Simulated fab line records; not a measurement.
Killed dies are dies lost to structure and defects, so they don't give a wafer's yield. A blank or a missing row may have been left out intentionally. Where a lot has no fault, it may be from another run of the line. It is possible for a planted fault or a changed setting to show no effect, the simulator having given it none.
Chamber matching ; flow n5 finfet ; N5_MOL_CONTACT_COAG_ALD_27 on ald sin-01: 4 sister chambers
The step deposits SiOC, target thk 17 nm, pulse time 1.5 s, time 2720 s. 4 wafers are shown with their chamber, then 10 later ones without.

## WAFERS, EACH WITH ITS CHAMBER
wafer;chamber;heater power w (W)
L084.2;2;951
L084.4;3;851
L087.3;0;866
L087.5;1;746

## WAFERS WITHOUT THEIR CHAMBER
wafer;heater power w (W)
L087.6;859
L088.1;777
L088.2;847
L088.3;945
L090.1;889
L090.2;950
L090.5;785
L092.1;960
L092.3;770
L092.6;843

## THE CHAMBER EACH PASSED THROUGH
wafer;from the rows above;in truth
L087.6;can't be placed: 0 or 3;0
L088.1;1;1
L088.2;can't be placed: 3 or 0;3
L088.3;2;2
L090.1;can't be placed: 0 or 3 or 2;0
L090.2;2;2
L090.5;can't be placed: 1 or 3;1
L092.1;2;2
L092.3;1;1
L092.6;can't be placed: 3 or 0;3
Correctly placed: 5 of 10. Unplaceable from these rows: 5, with the true chamber sitting among the candidates in 5. Number placed wrongly: 0.
How it was worked out, from the rows above alone: a wafer's distance from a chamber is the root of the sum, over the readings, of the square of ((its reading less the chamber's mean) divided by the reading's scatter). The wafer belongs to the nearest chamber; if the next one is less than 2 further off, it can't be placed. Each chamber's mean is taken over the wafers shown for it. The scatter: with one shown wafer a chamber, the root of the mean of the squares of how far each hidden wafer lies from its nearest shown one.
